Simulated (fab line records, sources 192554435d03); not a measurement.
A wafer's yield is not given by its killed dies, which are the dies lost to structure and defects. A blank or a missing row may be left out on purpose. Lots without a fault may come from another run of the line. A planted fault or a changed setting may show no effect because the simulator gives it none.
Chamber matching	flow n5Finfet	N5_MOL_CONTACT_COAG_ALD_20 on aldMetal-02: 4 sister chambers
The step deposits TiN, target thk 1.5 nm, pulse time 1 s, purge time 3 s. 7 wafers are shown with their chamber, then 6 later ones without.

== WAFERS, EACH WITH ITS CHAMBER ==
wafer	chamber	heaterPowerW (W)	precursorPulseHeightRel
L213.2	1	902	0.987
L215.3	0	851	0.991
L216.4	3	734	1.009
L216.5	2	864	0.965
L230.1	3	750	1.022
L230.5	2	823	0.999
L230.6	1	913	0.989

== WAFERS WITHOUT THEIR CHAMBER ==
wafer	heaterPowerW (W)	precursorPulseHeightRel
L232.2	740	0.991
L232.4	853	0.997
L232.6	854	0.999
L233.3	739	1.040
L233.5	742	0.996
L233.6	860	1.029

== WHICH CHAMBER EACH WENT THROUGH ==
wafer	from the rows above	in truth
L232.2	3	3
L232.4	can't be placed: 0 or 2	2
L232.6	can't be placed: 0 or 2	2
L233.3	3	3
L233.5	3	3
L233.6	can't be placed: 0 or 2 or 1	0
Correctly placed: 3 of 6. Cannot be placed on the basis of these rows: 3; the candidates contain the true chamber in 3. Placed wrongly: 0.
How it was worked out, from the rows above alone: a wafer's distance from a chamber is the root of the sum, over the readings, of the square of ((its reading less the chamber's mean) divided by the reading's scatter). The wafer belongs to the nearest chamber; if the next one is less than 2 further off, it can't be placed. For every chamber, the mean is computed from those of its wafers that are shown. The scatter is the square root of a quotient: the sum, over the shown wafers, of each reading's squared deviation from its chamber's mean, divided by wafers minus chambers.
